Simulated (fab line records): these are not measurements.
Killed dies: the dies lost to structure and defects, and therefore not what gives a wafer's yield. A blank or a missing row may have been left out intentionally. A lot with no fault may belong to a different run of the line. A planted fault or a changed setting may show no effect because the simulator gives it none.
What tool caused it? :: flow n5-finfet :: 27 wafers from 10 lots sampled at 5 of the route's 1938 steps

WHAT EACH GAUGE READ, for each wafer
N5_BEOL_M4_RC_MEAS_101. Usual: DIBL_N 36.5 mV/V, standard deviation 2.1; DIBL_P 36.6 mV/V, standard deviation 2.6; IOFF_N 0.17 nA/um, standard deviation 0.044; IOFF_P 0.21 nA/um, standard deviation 0.048; ION_N 674 uA/um, standard deviation 17; ION_P 462 uA/um, standard deviation 9.5; SS_N 71.6 mV/dec, standard deviation 0.77; SS_P 73.5 mV/dec, standard deviation 0.72; VT_N 250 mV, standard deviation 4.2; VT_P -250 mV, standard deviation 3.9.
lot: L307
measured: day 9 02:22
on: prober-02
DIBL_N (mV/V): 36.8 34.5 35.9
DIBL_P (mV/V): 36.2 33.7 34.8
IOFF_N (nA/um): 0.19 0.15 0.18
IOFF_P (nA/um): 0.25 0.22 0.22
ION_N (uA/um): 686 673 683
ION_P (uA/um): 468 466 469
SS_N (mV/dec): 71.4 71.3 71.5
SS_P (mV/dec): 74.0 73.4 73.4
VT_N (mV): 246 252 245
VT_P (mV): -245 -247 -249
flag: 

lot: L310
measured: day 10 11:35
on: prober-02
DIBL_N (mV/V): 37.2 40.6 39.5
DIBL_P (mV/V): 37.7 42.3 40.8
IOFF_N (nA/um): 0.14 0.24 0.20
IOFF_P (nA/um): 0.20 0.28 0.25
ION_N (uA/um): 667 706 685
ION_P (uA/um): 462 478 465
SS_N (mV/dec): 71.1 72.4 72.2
SS_P (mV/dec): 73.0 74.4 74.3
VT_N (mV): 253 241 248
VT_P (mV): -253 -245 -247
flag: 

lot: L311
measured: day 10 06:04
on: prober-01
DIBL_N (mV/V): 41.7 34.2 40.5
DIBL_P (mV/V): 40.4 32.3 40.5
IOFF_N (nA/um): 0.31 0.13 0.29
IOFF_P (nA/um): 0.35 0.19 0.34
ION_N (uA/um): 707 678 703
ION_P (uA/um): 476 467 475
SS_N (mV/dec): 73.8 70.7 72.2
SS_P (mV/dec): 74.9 72.7 74.8
VT_N (mV): 241 251 241
VT_P (mV): -242 -250 -243
flag: 

lot: L313
measured: day 11 21:37
on: prober-01
DIBL_N (mV/V): 39.1 37.9 34.6
DIBL_P (mV/V): 39.4 39.1 33.8
IOFF_N (nA/um): 0.21 0.18 0.12
IOFF_P (nA/um): 0.24 0.23 0.17
ION_N (uA/um): 694 666 664
ION_P (uA/um): 469 461 457
SS_N (mV/dec): 72.9 72.4 70.8
SS_P (mV/dec): 74.1 73.7 73.6
VT_N (mV): 247 250 255
VT_P (mV): -248 -251 -254
flag: 

lot: L316
measured: day 11 12:14
on: prober-01
DIBL_N (mV/V): 36.6 36.9
DIBL_P (mV/V): 35.0 35.7
IOFF_N (nA/um): 0.16 0.18
IOFF_P (nA/um): 0.21 0.22
ION_N (uA/um): 691 697
ION_P (uA/um): 467 473
SS_N (mV/dec): 71.0 71.7
SS_P (mV/dec): 73.7 73.7
VT_N (mV): 253 249
VT_P (mV): -253 -250
flag: 

lot: L317
measured: day 12 06:16
on: prober-01
DIBL_N (mV/V): 37.4 37.1 35.6
DIBL_P (mV/V): 37.5 36.5 34.6
IOFF_N (nA/um): 0.16 0.14 0.12
IOFF_P (nA/um): 0.22 0.21 0.18
ION_N (uA/um): 680 658 665
ION_P (uA/um): 464 465 464
SS_N (mV/dec): 71.7 72.3 71.1
SS_P (mV/dec): 73.9 73.2 72.7
VT_N (mV): 251 254 255
VT_P (mV): -249 -248 -251
flag: 

lot: L322
measured: day 13 12:56
on: prober-02
DIBL_N (mV/V): 35.9 33.9
DIBL_P (mV/V): 32.5 32.2
IOFF_N (nA/um): 0.13 0.11
IOFF_P (nA/um): 0.17 0.17
ION_N (uA/um): 642 643
ION_P (uA/um): 446 449
SS_N (mV/dec): 70.9 70.0
SS_P (mV/dec): 72.0 71.7
VT_N (mV): 254 252
VT_P (mV): -252 -249
flag: 

lot: L326
measured: day 14 05:31
on: prober-01
DIBL_N (mV/V): 36.3 35.6
DIBL_P (mV/V): 36.1 35.6
IOFF_N (nA/um): 0.14 0.12
IOFF_P (nA/um): 0.17 0.15
ION_N (uA/um): 664 648
ION_P (uA/um): 456 443
SS_N (mV/dec): 72.5 71.6
SS_P (mV/dec): 73.6 73.0
VT_N (mV): 254 254
VT_P (mV): -256 -259
flag: 

lot: L327
measured: day 14 19:44
on: prober-01
DIBL_N (mV/V): 37.5 36.8 38.7
DIBL_P (mV/V): 38.9 37.7 40.5
IOFF_N (nA/um): 0.19 0.17 0.22
IOFF_P (nA/um): 0.24 0.23 0.26
ION_N (uA/um): 684 680 683
ION_P (uA/um): 467 472 461
SS_N (mV/dec): 71.8 72.5 72.5
SS_P (mV/dec): 73.3 73.1 73.6
VT_N (mV): 248 249 247
VT_P (mV): -251 -248 -246
flag: 

lot: L330
measured: day 15 13:25
on: prober-01
DIBL_N (mV/V): 34.9 37.3 35.3
DIBL_P (mV/V): 36.2 38.6 35.4
IOFF_N (nA/um): 0.12 0.16 0.13
IOFF_P (nA/um): 0.17 0.21 0.16
ION_N (uA/um): 664 671 666
ION_P (uA/um): 459 469 453
SS_N (mV/dec): 71.3 71.8 71.5
SS_P (mV/dec): 73.3 74.0 72.8
VT_N (mV): 257 252 255
VT_P (mV): -256 -251 -258
flag: 

EACH LOT AND THE TOOL THAT RAN IT (in order: tool; ch and the chambers of the sampled wafers; start)
lot: L307
N5_BEOL_M0_ETCH_109: rie-diel-05 ch 2,3, day 5 23:35
N5_BEOL_M0_ANNEAL_117: pvd-sputter-03, day 6 01:35
N5_BEOL_M0_PRE_CLEAN_131: cvd-co-02 ch 0,2, day 6 02:57
N5_BEOL_M1_PECVD_72: pecvd-03 ch 0,1, day 6 03:20

lot: L310
N5_BEOL_M0_ETCH_109: rie-diel-05 ch 1,2, day 6 18:14
N5_BEOL_M0_ANNEAL_117: pvd-sputter-01, day 6 19:28
N5_BEOL_M0_PRE_CLEAN_131: cvd-co-01 ch 0,2, day 6 21:04
N5_BEOL_M1_PECVD_72: pecvd-03 ch 1,2, day 6 21:30

lot: L311
N5_BEOL_M0_ETCH_109: rie-diel-04 ch 0,2,3, day 6 19:09
N5_BEOL_M0_ANNEAL_117: pvd-sputter-03, day 6 20:22
N5_BEOL_M0_PRE_CLEAN_131: cvd-co-02 ch 1, day 6 21:29
N5_BEOL_M1_PECVD_72: pecvd-03 ch 0,2, day 6 21:55

lot: L313
N5_BEOL_M0_ETCH_109: rie-diel-05 ch 1,3, day 7 22:34
N5_BEOL_M0_ANNEAL_117: pvd-sputter-02, day 7 23:56
N5_BEOL_M0_PRE_CLEAN_131: cvd-co-01 ch 0,2, day 8 01:02
N5_BEOL_M1_PECVD_72: pecvd-03 ch 0,1,2, day 8 01:26

lot: L316
N5_BEOL_M0_ETCH_109: rie-diel-05 ch 1,2, day 8 08:04
N5_BEOL_M0_ANNEAL_117: pvd-sputter-01, day 8 08:55
N5_BEOL_M0_PRE_CLEAN_131: cvd-co-02 ch 0, day 8 10:31
N5_BEOL_M1_PECVD_72: pecvd-02 ch 0,2, day 8 10:54

lot: L317
N5_BEOL_M0_ETCH_109: rie-diel-04 ch 0,2, day 8 08:10
N5_BEOL_M0_ANNEAL_117: pvd-sputter-01, day 8 09:26
N5_BEOL_M0_PRE_CLEAN_131: cvd-co-01 ch 0,1,2, day 8 10:41
N5_BEOL_M1_PECVD_72: pecvd-03 ch 1,2, day 8 11:04

lot: L322
N5_BEOL_M0_ETCH_109: rie-diel-01 ch 1,2, day 9 16:56
N5_BEOL_M0_ANNEAL_117: pvd-sputter-03, day 9 18:10
N5_BEOL_M0_PRE_CLEAN_131: cvd-co-02 ch 0,2, day 9 19:31
N5_BEOL_M1_PECVD_72: pecvd-02 ch 1, day 9 19:56

lot: L326
N5_BEOL_M0_ETCH_109: rie-diel-05 ch 2,3, day 10 16:59
N5_BEOL_M0_ANNEAL_117: pvd-sputter-03, day 10 19:40
N5_BEOL_M0_PRE_CLEAN_131: cvd-co-01 ch 0,1, day 10 20:47
N5_BEOL_M1_PECVD_72: pecvd-01 ch 0, day 10 21:10

lot: L327
N5_BEOL_M0_ETCH_109: rie-diel-04 ch 1,2,3, day 10 17:09
N5_BEOL_M0_ANNEAL_117: pvd-sputter-01, day 10 20:01
N5_BEOL_M0_PRE_CLEAN_131: cvd-co-02 ch 0,1,2, day 10 21:08
N5_BEOL_M1_PECVD_72: pecvd-01 ch 0,1,2, day 10 21:31

lot: L330
N5_BEOL_M0_ETCH_109: rie-diel-01 ch 0,2,3, day 11 22:37
N5_BEOL_M0_ANNEAL_117: pvd-sputter-02, day 12 01:31
N5_BEOL_M0_PRE_CLEAN_131: cvd-co-01 ch 0,1,2, day 12 02:38
N5_BEOL_M1_PECVD_72: pecvd-01 ch 0,1,2, day 12 03:01
- N5_BEOL_M0_ETCH_109: etches SiCN in CH3F/O2, target depth 8 nm, overetch 2.4 nm, time 27.4 s.
- N5_BEOL_M0_ANNEAL_117: time 60 s.
- N5_BEOL_M0_PRE_CLEAN_131: time 15 s.
- N5_BEOL_M1_PECVD_72: deposits SiO2 from TEOS/O2, target thk 16 nm, time 18 s.

AS READ BY THE TOOLS THEMSELVES (means over the sampled wafers that have a number; for cases with no such wafer, the mark the record gives instead)
N5_BEOL_M0_ETCH_109. Usual: CH3F_flow_sccm 29.99 sccm, standard deviation 0.091; chamber-pressure-mTorr 30.000 mTorr, standard deviation 0.027; drypump-motor-current-A 5.6 A, standard deviation 0.39; oes-product-au 0.64 a.u., standard deviation 0.05; rf-fwd-power-W 392.4 W, standard deviation 1.3; rf-vpp-V 296.9 V, standard deviation 1.4; showerhead-plenum-p-Torr 1.99 Torr, standard deviation 0.073; throttle-valve-pct 16.38 %, standard deviation 0.2.
lot: L307
tool: rie-diel-05
CH3F_flow_sccm (sccm): 29.95
chamber-pressure-mTorr (mTorr): 29.993
drypump-motor-current-A (A): 5.4
oes-product-au (a.u.): 0.59
rf-fwd-power-W (W): 391.9
rf-vpp-V (V): 296.8
showerhead-plenum-p-Torr (Torr): 1.98
throttle-valve-pct (%): 16.39
flag: 

lot: L310
tool: rie-diel-05
CH3F_flow_sccm (sccm): 30.01
chamber-pressure-mTorr (mTorr): 29.978
drypump-motor-current-A (A): 5.9
oes-product-au (a.u.): 0.65
rf-fwd-power-W (W): 390.6
rf-vpp-V (V): 297.8
showerhead-plenum-p-Torr (Torr): 2.03
throttle-valve-pct (%): 16.53
flag: 

lot: L311
tool: rie-diel-04
CH3F_flow_sccm (sccm): 30.04
chamber-pressure-mTorr (mTorr): 29.993
drypump-motor-current-A (A): 5.6
oes-product-au (a.u.): 0.70
rf-fwd-power-W (W): 394.1
rf-vpp-V (V): 297.7
showerhead-plenum-p-Torr (Torr): 2.00
throttle-valve-pct (%): 16.23
flag: 

lot: L313
tool: rie-diel-05
CH3F_flow_sccm (sccm): 29.95
chamber-pressure-mTorr (mTorr): 29.984
drypump-motor-current-A (A): 5.7
oes-product-au (a.u.): 0.60
rf-fwd-power-W (W): 392.1
rf-vpp-V (V): 295.4
showerhead-plenum-p-Torr (Torr): 1.94
throttle-valve-pct (%): 16.43
flag: 

lot: L316
tool: rie-diel-05
CH3F_flow_sccm (sccm): 30.02
chamber-pressure-mTorr (mTorr): 30.015
drypump-motor-current-A (A): 5.8
oes-product-au (a.u.): 0.62
rf-fwd-power-W (W): 392.4
rf-vpp-V (V): 297.5
showerhead-plenum-p-Torr (Torr): 2.04
throttle-valve-pct (%): 16.56
flag: 

lot: L317
tool: rie-diel-04
CH3F_flow_sccm (sccm): 29.91
chamber-pressure-mTorr (mTorr): 29.999
drypump-motor-current-A (A): 5.7
oes-product-au (a.u.): 0.70
rf-fwd-power-W (W): 390.4
rf-vpp-V (V): 297.4
showerhead-plenum-p-Torr (Torr): 2.02
throttle-valve-pct (%): 16.14
flag: 

lot: L322
tool: rie-diel-01
CH3F_flow_sccm (sccm): 29.98
chamber-pressure-mTorr (mTorr): 29.972
drypump-motor-current-A (A): 5.4
oes-product-au (a.u.): 0.65
rf-fwd-power-W (W): 392.6
rf-vpp-V (V): 298.1
showerhead-plenum-p-Torr (Torr): 2.06
throttle-valve-pct (%): 16.37
flag: 

lot: L326
tool: rie-diel-05
CH3F_flow_sccm (sccm): 29.96
chamber-pressure-mTorr (mTorr): 29.994
drypump-motor-current-A (A): 5.3
oes-product-au (a.u.): 0.59
rf-fwd-power-W (W): 391.4
rf-vpp-V (V): 296.8
showerhead-plenum-p-Torr (Torr): 1.99
throttle-valve-pct (%): 16.50
flag: 

lot: L327
tool: rie-diel-04
CH3F_flow_sccm (sccm): 29.99
chamber-pressure-mTorr (mTorr): 29.997
drypump-motor-current-A (A): 5.7
oes-product-au (a.u.): 0.66
rf-fwd-power-W (W): 392.4
rf-vpp-V (V): 296.4
showerhead-plenum-p-Torr (Torr): 1.96
throttle-valve-pct (%): 16.51
flag: 

lot: L330
tool: rie-diel-01
CH3F_flow_sccm (sccm): 29.99
chamber-pressure-mTorr (mTorr): 29.987
drypump-motor-current-A (A): 5.5
oes-product-au (a.u.): 0.68
rf-fwd-power-W (W): 391.2
rf-vpp-V (V): 296.8
showerhead-plenum-p-Torr (Torr): 1.98
throttle-valve-pct (%): 16.37
flag: 

N5_BEOL_M0_ANNEAL_117. Usual: heater-power-w at 821 W, with a standard deviation of 56.
lot: L307
tool: pvd-sputter-03
heater-power-w (W): 857
flag: 

lot: L310
tool: pvd-sputter-01
heater-power-w (W): 871
flag: 

lot: L311
tool: pvd-sputter-03
heater-power-w (W): 833
flag: 

lot: L313
tool: pvd-sputter-02
heater-power-w (W): 830
flag: 

lot: L316
tool: pvd-sputter-01
heater-power-w (W): 885
flag: 

lot: L317
tool: pvd-sputter-01
heater-power-w (W): 860
flag: 

lot: L322
tool: pvd-sputter-03
heater-power-w (W): 854
flag: 

lot: L326
tool: pvd-sputter-03
heater-power-w (W): 870
flag: 

lot: L327
tool: pvd-sputter-01
heater-power-w (W): 897
flag: 

lot: L330
tool: pvd-sputter-02
heater-power-w (W): 788
flag: 

N5_BEOL_M0_PRE_CLEAN_131. Usual: heater-power-w 79 W, standard deviation 15; rf-fwd-power-W 296.6 W, standard deviation 1.4.
lot: L307
tool: cvd-co-02
heater-power-w (W): 72
rf-fwd-power-W (W): 297.1
flag: 

lot: L310
tool: cvd-co-01
heater-power-w (W): 70
rf-fwd-power-W (W): 295.8
flag: 

lot: L311
tool: cvd-co-02
heater-power-w (W): 79
rf-fwd-power-W (W): 295.8
flag: 

lot: L313
tool: cvd-co-01
heater-power-w (W): 67
rf-fwd-power-W (W): 296.3
flag: 

lot: L316
tool: cvd-co-02
heater-power-w (W): 89
rf-fwd-power-W (W): 294.7
flag: 

lot: L317
tool: cvd-co-01
heater-power-w (W): 82
rf-fwd-power-W (W): 296.0
flag: 

lot: L322
tool: cvd-co-02
heater-power-w (W): 76
rf-fwd-power-W (W): 297.9
flag: 

lot: L326
tool: cvd-co-01
heater-power-w (W): 83
rf-fwd-power-W (W): 298.0
flag: 

lot: L327
tool: cvd-co-02
heater-power-w (W): 78
rf-fwd-power-W (W): 296.2
flag: 

lot: L330
tool: cvd-co-01
heater-power-w (W): 83
rf-fwd-power-W (W): 297.2
flag: 

N5_BEOL_M1_PECVD_72. Usual: heater-power-w 811 W, standard deviation 140; rf-fwd-power-W 444.5 W, standard deviation 2.4; showerhead-plenum-p-Torr 8.80 Torr, standard deviation 0.057; susceptor-temp-C 399.96 C, standard deviation 0.22; throttle-valve-pct 22.7 %, standard deviation 1.5.
lot: L307
tool: pecvd-03
heater-power-w (W): 830
rf-fwd-power-W (W): 443.5
showerhead-plenum-p-Torr (Torr): 8.85
susceptor-temp-C (C): 399.92
throttle-valve-pct (%): 22.7
flag: 

lot: L310
tool: pecvd-03
heater-power-w (W): 819
rf-fwd-power-W (W): 442.2
showerhead-plenum-p-Torr (Torr): 8.80
susceptor-temp-C (C): 399.89
throttle-valve-pct (%): 21.5
flag: 

lot: L311
tool: pecvd-03
heater-power-w (W): 950
rf-fwd-power-W (W): 442.7
showerhead-plenum-p-Torr (Torr): 8.82
susceptor-temp-C (C): 400.11
throttle-valve-pct (%): 24.3
flag: 

lot: L313
tool: pecvd-03
heater-power-w (W): 835
rf-fwd-power-W (W): 442.9
showerhead-plenum-p-Torr (Torr): 8.81
susceptor-temp-C (C): 397.61
throttle-valve-pct (%): 23.1
flag: OFF

lot: L316
tool: pecvd-02
heater-power-w (W): 862
rf-fwd-power-W (W): 446.0
showerhead-plenum-p-Torr (Torr): 8.86
susceptor-temp-C (C): 400.03
throttle-valve-pct (%): 21.8
flag: 

lot: L317
tool: pecvd-03
heater-power-w (W): 773
rf-fwd-power-W (W): 441.7
showerhead-plenum-p-Torr (Torr): 8.81
susceptor-temp-C (C): 397.21
throttle-valve-pct (%): 21.5
flag: OFF

lot: L322
tool: pecvd-02
heater-power-w (W): 802
rf-fwd-power-W (W): 445.2
showerhead-plenum-p-Torr (Torr): 8.80
susceptor-temp-C (C): 399.99
throttle-valve-pct (%): 23.1
flag: 

lot: L326
tool: pecvd-01
heater-power-w (W): 602
rf-fwd-power-W (W): 446.9
showerhead-plenum-p-Torr (Torr): 8.77
susceptor-temp-C (C): 399.99
throttle-valve-pct (%): 23.6
flag: 

lot: L327
tool: pecvd-01
heater-power-w (W): 689
rf-fwd-power-W (W): 446.7
showerhead-plenum-p-Torr (Torr): 8.78
susceptor-temp-C (C): 400.01
throttle-valve-pct (%): 22.5
flag: 

lot: L330
tool: pecvd-01
heater-power-w (W): 635
rf-fwd-power-W (W): 445.3
showerhead-plenum-p-Torr (Torr): 8.77
susceptor-temp-C (C): 399.89
throttle-valve-pct (%): 22.6
flag: 

THE ANSWER, worked out from the rows above alone
Rule: a lot counts as off when the mean over its wafers that have a number is more than 3 standard deviations away from the usual mean. A lot without any number at a reading at which 4 lots or more have one is off too. Where the step has rows for the other lots, those lots are counted as sound. Order of review: gauges by route order, followed by the tools' own readings, for which a lot's mean as printed above is used. The first step at which some lot is off is used, and at that step the reading that is off furthest; a lot without a number counts as furthest.
Off: L313, L317 (N5_BEOL_M1_PECVD_72, susceptor-temp-C).
A tool fits if, at that step or a process step before it, it ran every lot that is off, and no sound lot after the first of them. One fits: pecvd-03 at N5_BEOL_M1_PECVD_72. A fault onset in the window from L311 (day 6 21:55, its last sound lot) to L313 (day 8 01:26, its first lot off) fits.
The tool's own readings at N5_BEOL_M1_PECVD_72 bear it out: on the lots that are off they differ by more than 5 times the standard deviation of the sound lots' means. susceptor-temp-C reads 397.41 C there against 399.98 C on the sound lots.

WHAT HAD BEEN PUT IN BY THE SIMULATOR
pecvd-03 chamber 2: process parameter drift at N5_BEOL_M1_PECVD_72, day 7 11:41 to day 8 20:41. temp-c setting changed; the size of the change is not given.
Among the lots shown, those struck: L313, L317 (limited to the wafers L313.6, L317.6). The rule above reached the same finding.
